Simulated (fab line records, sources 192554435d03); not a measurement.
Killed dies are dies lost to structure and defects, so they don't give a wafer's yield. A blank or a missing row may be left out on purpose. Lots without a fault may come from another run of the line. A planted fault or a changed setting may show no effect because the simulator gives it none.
Which tool did it? | flow n5_finfet | 10 lots, 29 wafers sampled, at 4 steps of a route of 1938

WHAT THE GAUGES READ, wafer by wafer
The record holds no reading of a measuring or inspecting step that can be judged against a usual standard deviation.

WHICH TOOL RAN EACH LOT (tool, then ch and the chambers of the sampled wafers, then the start)
lot  | N5_BEOL_M15_DESCUM_15              | N5_BEOL_M15_VIA_ETCH_16            | N5_BEOL_M15_ETCH_61                | N5_BEOL_M15_DEGAS_41
L164 | rie_diel-02 ch 0,1, day 12 19:21   | rie_diel-02 ch 0,1, day 12 19:26   | rie_diel-02 ch 2,3, day 12 21:09   | pvd_sputter-03, day 13 00:44
L166 | rie_diel-04 ch 0,3, day 13 04:47   | rie_diel-04 ch 0,3, day 13 04:53   | rie_diel-04 ch 0,1, day 13 06:44   | pvd_sputter-02, day 13 11:31
L168 | rie_diel-02 ch 0,1,3, day 13 10:28 | rie_diel-02 ch 0,1,3, day 13 10:32 | rie_diel-04 ch 0,1,3, day 13 12:04 | pvd_sputter-03, day 13 19:03
L171 | rie_diel-02 ch 0,1, day 14 11:44   | rie_diel-02 ch 0,1, day 14 11:50   | rie_diel-02 ch 1,3, day 14 13:14   | pvd_sputter-01, day 14 15:15
L178 | rie_diel-04 ch 1,2,3, day 15 03:14 | rie_diel-04 ch 1,2,3, day 15 03:20 | rie_diel-02 ch 0,2,3, day 15 04:48 | pvd_sputter-03, day 15 09:17
L175 | rie_diel-04 ch 0,1,2, day 15 11:10 | rie_diel-04 ch 0,1,2, day 15 11:16 | rie_diel-04 ch 0,1,3, day 15 12:47 | pvd_sputter-03, day 15 14:49
L182 | rie_diel-05 ch 0,1,3, day 16 05:39 | rie_diel-05 ch 0,1,3, day 16 05:44 | rie_diel-04 ch 1,2,3, day 16 07:24 | pvd_sputter-01, day 16 10:46
L181 | rie_diel-02 ch 2,3, day 16 14:46   | rie_diel-02 ch 2,3, day 16 14:52   | rie_diel-04 ch 0,2, day 16 16:43   | pvd_sputter-03, day 16 17:58
L186 | rie_diel-05 ch 0,1,2, day 18 03:17 | rie_diel-05 ch 0,1,2, day 18 03:23 | rie_diel-05 ch 1,2,3, day 18 04:55 | pvd_sputter-03, day 18 07:30
L187 | rie_diel-05 ch 0,1, day 18 12:08   | rie_diel-05 ch 0,1, day 18 12:13   | rie_diel-05 ch 0,1, day 18 13:49   | pvd_sputter-01, day 18 14:28
- N5_BEOL_M15_DESCUM_15: chemistry O2, time 7.9 s.
- N5_BEOL_M15_VIA_ETCH_16: etches SiO2 in C4F8/O2/Ar, target depth 1792.2 nm.
- N5_BEOL_M15_ETCH_61: etches BARC in N2/H2, target depth 89 nm, overetch 26.7 nm, time 67.9 s.
- N5_BEOL_M15_DEGAS_41: time 60 s.

WHAT THE TOOLS THEMSELVES READ (means of the sampled wafers that have a number; where no wafer has one, the mark that the record gives instead)
N5_BEOL_M15_DESCUM_15. Usual: drypump_motor_current_A 5.7 A, standard deviation 0.45; oes_product_au 0.81 a.u., standard deviation 0.088; rf_vpp_V 243.5 V, standard deviation 1.6; showerhead_plenum_p_Torr 2.11 Torr, standard deviation 0.085; throttle_valve_pct 20.52 %, standard deviation 0.22.
lot  | tool        | drypump_motor_current_A (A) | oes_product_au (a.u.) | rf_vpp_V (V) | showerhead_plenum_p_Torr (Torr) | throttle_valve_pct (%) | flag
L164 | rie_diel-02 | 5.5                         | 0.76                  | 242.6        | 2.06                            | 20.67                  |
L166 | rie_diel-04 | 5.7                         | 0.79                  | 243.5        | 2.09                            | 20.70                  |
L168 | rie_diel-02 | 5.5                         | 0.81                  | 242.4        | 2.05                            | 20.57                  |
L171 | rie_diel-02 | 5.5                         | 0.75                  | 242.6        | 2.06                            | 20.69                  |
L178 | rie_diel-04 | 5.8                         | 0.84                  | 242.6        | 2.08                            | 20.56                  |
L175 | rie_diel-04 | 5.3                         | 0.86                  | 243.7        | 2.14                            | 20.37                  |
L182 | rie_diel-05 | 5.9                         | 0.79                  | 244.9        | 2.16                            | 20.49                  |
L181 | rie_diel-02 | 5.8                         | 0.82                  | 242.9        | 2.12                            | 20.45                  |
L186 | rie_diel-05 | 5.7                         | 0.88                  | 243.3        | 2.09                            | 20.44                  |
L187 | rie_diel-05 | 5.7                         | 0.92                  | 244.2        | 2.16                            | 20.34                  |

N5_BEOL_M15_VIA_ETCH_16. Usual: C4F8_flow_sccm 16.01 sccm, standard deviation 0.048; drypump_motor_current_A 5.7 A, standard deviation 0.46; oes_product_au 0.73 a.u., standard deviation 0.078; rf_vpp_V 2239 V, standard deviation 36; showerhead_plenum_p_Torr 3.46 Torr, standard deviation 0.13; throttle_valve_pct 30.99 %, standard deviation 0.22.
lot  | tool        | C4F8_flow_sccm (sccm) | drypump_motor_current_A (A) | oes_product_au (a.u.) | rf_vpp_V (V) | showerhead_plenum_p_Torr (Torr) | throttle_valve_pct (%) | flag
L164 | rie_diel-02 | 16.01                 | 5.5                         | 0.69                  | 2246         | 3.39                            | 31.13                  |
L166 | rie_diel-04 | 16.04                 | 5.7                         | 0.72                  | 2213         | 3.42                            | 31.17                  |
L168 | rie_diel-02 | 15.98                 | 5.5                         | 0.73                  | 2241         | 3.38                            | 31.12                  |
L171 | rie_diel-02 | 15.99                 | 5.5                         | 0.67                  | 2246         | 3.39                            | 31.14                  |
L178 | rie_diel-04 | 16.00                 | 5.9                         | 0.75                  | 2229         | 3.44                            | 31.14                  |
L175 | rie_diel-04 | 16.04                 | 5.4                         | 0.78                  | 2244         | 3.54                            | 30.91                  |
L182 | rie_diel-05 | 16.00                 | 5.9                         | 0.71                  | 2253         | 3.53                            | 30.88                  |
L181 | rie_diel-02 | 16.00                 | 5.8                         | 0.74                  | 2246         | 3.46                            | 30.88                  |
L186 | rie_diel-05 | 16.00                 | 5.7                         | 0.78                  | 2241         | 3.43                            | 30.89                  |
L187 | rie_diel-05 | 15.97                 | 5.7                         | 0.82                  | 2282         | 3.53                            | 30.76                  |

N5_BEOL_M15_ETCH_61. Usual: drypump_motor_current_A 5.6 A, standard deviation 0.48; oes_product_au 0.69 a.u., standard deviation 0.066; rf_vpp_V 524 V, standard deviation 3; run_length_s 91.1 s, standard deviation 0.51; showerhead_plenum_p_Torr 2.57 Torr, standard deviation 0.11; throttle_valve_pct 18.01 %, standard deviation 0.24.
lot  | tool        | drypump_motor_current_A (A) | oes_product_au (a.u.) | rf_vpp_V (V) | run_length_s (s) | showerhead_plenum_p_Torr (Torr) | throttle_valve_pct (%) | flag
L164 | rie_diel-02 | 5.7                         | 0.72                  | 523          | 91.1             | 2.56                            | 18.04                  |
L166 | rie_diel-04 | 5.0                         | 0.80                  | 525          | 91.4             | 2.56                            | 17.62                  |
L168 | rie_diel-04 | 5.4                         | 0.73                  | 524          | 91.0             | 2.55                            | 17.89                  |
L171 | rie_diel-02 | 5.5                         | 0.72                  | 522          | 91.0             | 2.48                            | 18.08                  |
L178 | rie_diel-02 | 5.7                         | 0.67                  | 525          | 91.4             | 2.56                            | 18.10                  |
L175 | rie_diel-04 | 5.4                         | 0.71                  | 524          | 90.7             | 2.55                            | 17.90                  |
L182 | rie_diel-04 | 5.8                         | 0.74                  | 524          | 87.6             | 2.53                            | 18.07                  | OFF
L181 | rie_diel-04 | 5.5                         | 0.73                  | 528          | 86.5             | 2.68                            | 17.98                  | OFF
L186 | rie_diel-05 | 5.9                         | 0.71                  | 524          | 90.8             | 2.54                            | 17.95                  |
L187 | rie_diel-05 | 6.0                         | 0.80                  | 525          | 91.5             | 2.59                            | 17.96                  |

N5_BEOL_M15_DEGAS_41. Usual: heater_power_w 454 W, standard deviation 41.
lot  | tool           | heater_power_w (W) | flag
L164 | pvd_sputter-03 | 459                |
L166 | pvd_sputter-02 | 451                |
L168 | pvd_sputter-03 | 437                |
L171 | pvd_sputter-01 | 426                |
L178 | pvd_sputter-03 | 511                |
L175 | pvd_sputter-03 | 452                |
L182 | pvd_sputter-01 | 454                |
L181 | pvd_sputter-03 | 464                |
L186 | pvd_sputter-03 | 471                |
L187 | pvd_sputter-01 | 446                |

THE ANSWER, worked out from the rows above alone
Rule: a lot is off if the mean of its wafers that have a number lies more than 3 standard deviations from the usual mean. A lot without any number at a reading at which 4 lots or more have one is off too. The other lots that the step has rows for count as sound. The gauges are gone through in route order, then the tools' own readings, and for those a lot's mean is taken as printed above. The first step at which some lot is off is used, and at that step the reading that is off furthest; a lot without a number counts as furthest.
Off: L182, L181, at N5_BEOL_M15_ETCH_61 (run_length_s).
A tool fits if, at that step or a process step before it, it ran every lot that is off, and no sound lot after the first of them. One fits: rie_diel-04 at N5_BEOL_M15_ETCH_61. Its last sound lot is L175 (day 15 12:47), its first lot that is off L182 (day 16 07:24): a fault that began between those two fits.
The tool's own readings at N5_BEOL_M15_ETCH_61 bear it out: on the lots that are off they differ by more than 5 times the standard deviation of the sound lots' means. run_length_s reads 87.0 s there against 91.1 s on the sound lots.

WHAT THE SIMULATOR HAD PUT IN
Process parameter drift: rie_diel-04, from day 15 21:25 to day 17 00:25, at N5_BEOL_M15_ETCH_61. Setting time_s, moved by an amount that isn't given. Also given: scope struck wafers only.
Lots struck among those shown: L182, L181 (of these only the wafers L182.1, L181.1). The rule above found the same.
